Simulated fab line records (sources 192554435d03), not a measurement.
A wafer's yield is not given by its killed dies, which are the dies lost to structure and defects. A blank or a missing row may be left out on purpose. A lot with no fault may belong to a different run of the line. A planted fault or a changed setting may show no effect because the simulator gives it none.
Which tool was responsible? -- flow n5Finfet -- 14 lots, 42 wafers sampled, at 7 steps of a route of 1938

WHAT THE GAUGES SHOWED, per wafer
N5_BEOL_M12_OCD_MEAS_35.
lot,measured,on,trenchDepthNm (nm)
L576,day 10 18:02,ocd-02,315 314 313
L577,day 11 08:09,ocd-01,319 320 318
L580,day 11 12:51,ocd-02,323 319 322
L579,day 11 12:58,ocd-02,321 307 320
L578,day 11 14:49,ocd-02,325 319 324
L581,day 12 13:01,ocd-01,314 321 313
L582,day 12 13:30,ocd-02,309 309 321
L585,day 13 15:53,ocd-01,323 315 319
L588,day 14 15:50,ocd-01,324 315 324
L591,day 14 18:14,ocd-01,313 321 320
L596,day 16 07:54,ocd-01,316 319 318
L597,day 16 08:35,ocd-01,322 325 319
L599,day 16 08:58,ocd-02,323 323 324
L598,day 16 18:44,ocd-02,319 321 321

N5_BEOL_M13_THK_MEAS_01.
lot,measured,on,M13_ILD_THK (nm)
L576,day 10 23:37,filmMetro-02,838 824 846
L577,day 11 10:34,filmMetro-01,832 845 857
L580,day 11 17:52,filmMetro-01,844 835 849
L579,day 11 19:01,filmMetro-01,825 831 828
L578,day 11 19:43,filmMetro-02,838 835 843
L581,day 12 21:22,filmMetro-02,819 828 840
L582,day 12 20:23,filmMetro-01,836 853 846
L585,day 13 17:47,filmMetro-01,832 851 855
L588,day 14 19:25,filmMetro-02,0 0 0
L591,day 14 22:30,filmMetro-02,0 0 0
L596,day 16 12:35,filmMetro-01,827 822 831
L597,day 16 12:29,filmMetro-02,827 839 835
L599,day 16 15:58,filmMetro-02,818 843 854
L598,day 16 22:08,filmMetro-01,833 840 839

N5_BEOL_M13_CD_MEAS_10: target cd 190 nm.
lot,measured,on,cdNm (nm)
L576,day 11 00:02,cdSem-02,191.2 190.6 190.8
L577,day 11 10:59,cdSem-01,187.6 188.5 187.4
L580,day 11 18:10,cdSem-02,186.7 188.6 187.3
L579,day 11 19:26,cdSem-03,189.2 187.5 189.7
L578,day 11 20:08,cdSem-03,186.4 185.8 185.8
L581,day 12 21:40,cdSem-03,190.1 190.5 189.7
L582,day 12 20:49,cdSem-02,190.8 191.3 191.0
L585,day 13 18:05,cdSem-01,187.5 186.5 188.2
L588,day 14 19:43,cdSem-01,188.6 189.2 189.6
L591,day 14 22:48,cdSem-02,189.4 191.1 190.2
L596,day 16 12:53,cdSem-02,191.4 190.9 189.8
L597,day 16 12:47,cdSem-03,189.9 188.7 190.6
L599,day 16 16:16,cdSem-03,188.2 188.8 189.8
L598,day 16 22:34,cdSem-02,190.9 190.6 190.5

N5_BEOL_M13_CD_MEAS_17: target cd 190 nm.
lot,measured,on,cdNm (nm)
L576,day 11 00:41,cdSem-02,189.8 191.0 189.8
L577,day 11 11:39,cdSem-01,188.4 188.7 188.0
L580,day 11 19:08,cdSem-01,188.8 191.9 190.0
L579,day 11 20:04,cdSem-01,190.6 189.0 191.0
L578,day 11 20:46,cdSem-02,187.1 185.0 186.1
L581,day 12 22:17,cdSem-01,188.8 189.1 191.0
L582,day 12 21:25,cdSem-03,189.3 190.6 192.9
L585,day 13 18:43,cdSem-02,188.7 186.3 189.3
L588,day 14 20:29,cdSem-02,- - -
L591,day 14 23:25,cdSem-02,- - -
L596,day 16 13:31,cdSem-03,194.0 191.5 189.5
L597,day 16 13:25,cdSem-02,192.6 190.3 191.1
L599,day 16 16:54,cdSem-02,189.6 191.6 191.2
L598,day 16 23:11,cdSem-02,191.0 191.2 190.5

TOOL THAT RAN EACH LOT (tool first, then ch and the chambers of the sampled wafers, then the start)
lot,N5_BEOL_M12_DESCUM_33,N5_BEOL_M13_ILD_DEP_00,N5_BEOL_M13_VIA_ETCH_16
L576,"rieDiel-02 ch 0,2,3, day 10 17:31","pecvd-02 ch 0,2, day 10 23:27","rieDiel-03 ch 0,1,3, day 11 00:13"
L577,"rieDiel-02 ch 0,1, day 11 07:38","pecvd-01 ch 0,1, day 11 10:25","rieDiel-05 ch 0,3, day 11 11:13"
L580,"rieDiel-02 ch 1,2, day 11 12:20","pecvd-04 ch 0,1,2, day 11 17:43","rieDiel-04 ch 0,3, day 11 18:41"
L579,"rieDiel-06 ch 1,2,3, day 11 12:26","pecvd-04 ch 0,1,2, day 11 18:52","rieDiel-05 ch 1,2,3, day 11 19:37"
L578,"rieDiel-01 ch 0,2,3, day 11 14:17","pecvd-02 ch 0,1, day 11 19:34","rieDiel-03 ch 0,1,2, day 11 20:19"
L581,"rieDiel-02 ch 0,1,2, day 12 12:30","pecvd-04 ch 1,2, day 12 21:13","rieDiel-05 ch 0,2,3, day 12 21:50"
L582,"rieDiel-06 ch 0,3, day 12 12:58","pecvd-02 ch 0,1,2, day 12 20:17","rieDiel-05 ch 0,3, day 12 20:59"
L585,"rieDiel-02 ch 0,2,3, day 13 15:22","pecvd-01 ch 0,1, day 13 17:38","rieDiel-04 ch 1,3, day 13 18:16"
L588,"rieDiel-01 ch 0,1, day 14 15:19","pecvd-04 ch 0,1,2, day 14 19:16","rieDiel-05 ch 1,2,3, day 14 20:02"
L591,"rieDiel-02 ch 2,3, day 14 17:43","pecvd-02 ch 0,1, day 14 22:20","rieDiel-04 ch 0,1,3, day 14 22:58"
L596,"rieDiel-06 ch 0,1,2, day 16 07:23","pecvd-04 ch 0,1,2, day 16 12:26","rieDiel-04 ch 1,2,3, day 16 13:05"
L597,"rieDiel-06 ch 0,2,3, day 16 08:04","pecvd-02 ch 0,1,2, day 16 12:20","rieDiel-03 ch 2,3, day 16 12:57"
L599,"rieDiel-01 ch 0,2, day 16 08:27","pecvd-01 ch 0,2, day 16 15:45","rieDiel-04 ch 2,3, day 16 16:27"
L598,"rieDiel-06 ch 0,1, day 16 18:13","pecvd-04 ch 0,1,2, day 16 21:59","rieDiel-04 ch 0,3, day 16 22:44"
- N5_BEOL_M12_DESCUM_33: chemistry O2, time 7.9 s.
- N5_BEOL_M13_ILD_DEP_00: deposits SiOC from DEMS/O2, target thk 837.92 nm, time 166.4 s.
- N5_BEOL_M13_VIA_ETCH_16: etches SiOC in C4F8/O2/Ar, target depth 921.7 nm.

AS READ BY THE TOOLS THEMSELVES (means over the sampled wafers that have a number; for cases with no such wafer, the mark the record gives instead)
N5_BEOL_M12_DESCUM_33.
lot,tool,drypumpMotorCurrentA (A),oesProductAu (a.u.),rfVppV (V),showerheadPlenumPTorr (Torr),throttleValvePct (%)
L576,rieDiel-02,5.9,0.84,243.0,2.13,20.18
L577,rieDiel-02,5.8,0.79,243.6,2.13,20.43
L580,rieDiel-02,6.0,0.80,243.3,2.13,20.37
L579,rieDiel-06,5.9,0.80,243.0,2.08,20.59
L578,rieDiel-01,5.7,0.78,244.3,2.20,20.59
L581,rieDiel-02,5.9,0.79,244.6,2.13,20.40
L582,rieDiel-06,5.7,0.72,242.1,2.05,20.73
L585,rieDiel-02,5.9,0.82,243.4,2.13,20.21
L588,rieDiel-01,6.0,0.82,243.6,2.15,20.43
L591,rieDiel-02,6.0,0.81,242.7,2.12,20.19
L596,rieDiel-06,6.1,0.81,242.4,2.06,20.63
L597,rieDiel-06,5.8,0.85,240.9,2.03,20.48
L599,rieDiel-01,5.9,0.87,244.9,2.16,20.42
L598,rieDiel-06,6.3,0.81,242.7,2.06,20.73

N5_BEOL_M13_ILD_DEP_00.
lot,tool,chamberPressureTorr (Torr),heaterPowerOuterW (W),heaterPowerW (W),showerheadPlenumPTorr (Torr),throttleValvePct (%)
L576,pecvd-02,5.007,227,434,5.689,11.5
L577,pecvd-01,5.002,342,607,5.697,12.2
L580,pecvd-04,4.996,259,476,5.690,11.7
L579,pecvd-04,5.016,234,448,5.688,11.5
L578,pecvd-02,5.005,233,419,5.690,12.1
L581,pecvd-04,5.003,247,452,5.692,11.5
L582,pecvd-02,4.996,206,384,5.687,11.7
L585,pecvd-01,4.996,358,639,5.696,12.3
L588,pecvd-04,-,-,-,-,-
L591,pecvd-02,-,-,-,-,-
L596,pecvd-04,5.011,249,459,5.682,11.9
L597,pecvd-02,5.001,240,441,5.689,11.8
L599,pecvd-01,5.019,343,622,5.701,12.0
L598,pecvd-04,5.002,247,459,5.697,11.8

N5_BEOL_M13_VIA_ETCH_16.
lot,tool,C4F8_flow_sccm (sccm),drypumpMotorCurrentA (A),oesProductAu (a.u.),rfVppV (V),showerheadPlenumPTorr (Torr),throttleValvePct (%)
L576,rieDiel-03,15.04,5.5,0.76,668,3.50,24.31
L577,rieDiel-05,15.01,5.9,0.78,665,3.38,24.00
L580,rieDiel-04,15.02,6.0,0.74,666,3.42,24.17
L579,rieDiel-05,14.99,5.6,0.68,664,3.36,24.16
L578,rieDiel-03,14.99,5.6,0.69,665,3.42,24.33
L581,rieDiel-05,14.94,5.8,0.73,664,3.40,24.20
L582,rieDiel-05,15.05,5.9,0.77,663,3.38,24.01
L585,rieDiel-04,15.03,5.3,0.75,668,3.53,23.87
L588,rieDiel-05,15.00,5.6,0.27,663,3.35,24.06
L591,rieDiel-04,15.00,5.6,0.31,666,3.42,23.93
L596,rieDiel-04,15.01,5.2,0.71,665,3.40,24.02
L597,rieDiel-03,15.00,6.0,0.80,670,3.58,24.05
L599,rieDiel-04,14.98,5.3,0.68,668,3.49,23.96
L598,rieDiel-04,14.95,5.7,0.70,667,3.50,24.02

THE ANSWER, worked out from the rows above alone
Rule: what is usual is taken from the lots themselves. Put in order of their means at a reading, lots are off if they are a third of the lots or fewer, leave a main group of 4 or more, and stand apart from it by a gap of 3 or more times the standard deviation of the main group's means; of several such gaps the widest counts. A main group is skipped when, at the precision printed for the reading in the tables above, its means are all equal. A lot without any number at a reading at which 4 lots or more have one is off too. Where the step has rows for the other lots, those lots are counted as sound. Order of review: gauges by route order, followed by the tools' own readings, for which a lot's mean as printed above is used. At the first step where some lot is off, the reading lying furthest off is the one used; lots without a number count as furthest.
Off: L588, L591, seen at N5_BEOL_M13_THK_MEAS_01 (M13_ILD_THK). The main group: mean 837 nm, standard deviation 6.5.
A tool fits if, at a process step before that reading, it ran every lot that is off, and no sound lot after the first of them. Not tried: the gauges at N5_BEOL_M13_THK_MEAS_01; whatever is off there is also off at N5_BEOL_M13_CD_MEAS_17, on other tools, and gauge error can't account for it. None of those tried fits.

WHAT WAS PUT IN BY THE SIMULATOR
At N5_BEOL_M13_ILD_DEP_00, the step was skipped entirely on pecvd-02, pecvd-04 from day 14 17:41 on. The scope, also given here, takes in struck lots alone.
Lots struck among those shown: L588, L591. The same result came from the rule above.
